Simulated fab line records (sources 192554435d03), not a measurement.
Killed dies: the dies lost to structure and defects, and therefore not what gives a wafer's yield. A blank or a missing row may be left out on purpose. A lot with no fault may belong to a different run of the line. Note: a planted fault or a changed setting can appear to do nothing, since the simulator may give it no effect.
Chamber matching    flow n5 finfet    N5_PASSIVATION_PECVD_01 on pecvd-04 has 3 sister chambers
The step deposits SiNx from SiH4/NH3/N2, target thk 200 nm, time 43.2 s. 3 wafers are shown with their chamber, then 9 later ones without.

## WAFERS PAIRED WITH THEIR CHAMBERS
wafer   chamber  throttle valve pct (%)
L085.4  1        35.9
L092.3  2        29.1
L092.5  0        29.8

## WAFERS WITHOUT THEIR CHAMBER
wafer   throttle valve pct (%)
L097.1  29.8
L097.4  29.8
L097.6  30.1
L096.2  28.4
L096.3  29.9
L096.4  28.1
L095.2  29.8
L095.4  29.8
L095.5  30.0

## WHICH CHAMBER EACH WENT THROUGH
wafer   from the rows above      in truth
L097.1  can't be placed: 0 or 2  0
L097.4  can't be placed: 0 or 2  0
L097.6  can't be placed: 0 or 2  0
L096.2  can't be placed: 2 or 0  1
L096.3  can't be placed: 0 or 2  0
L096.4  can't be placed: 2 or 0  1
L095.2  can't be placed: 0 or 2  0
L095.4  can't be placed: 0 or 2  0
L095.5  can't be placed: 0 or 2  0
0 of 9 placed correctly. Cannot be placed on the basis of these rows: 9; the candidates contain the true chamber in 7. Placed wrongly: 0.
How it was worked out, from the rows above alone: a wafer's distance from a chamber is the root of the sum, over the readings, of the square of ((its reading less the chamber's mean) divided by the reading's scatter). The wafer belongs to the nearest chamber; if the next one is less than 2 further off, it can't be placed. For every chamber, the mean is computed from those of its wafers that are shown. The scatter (one wafer shown for each chamber): square how far every hidden wafer sits from the nearest shown wafer, average those squares and take the square root.
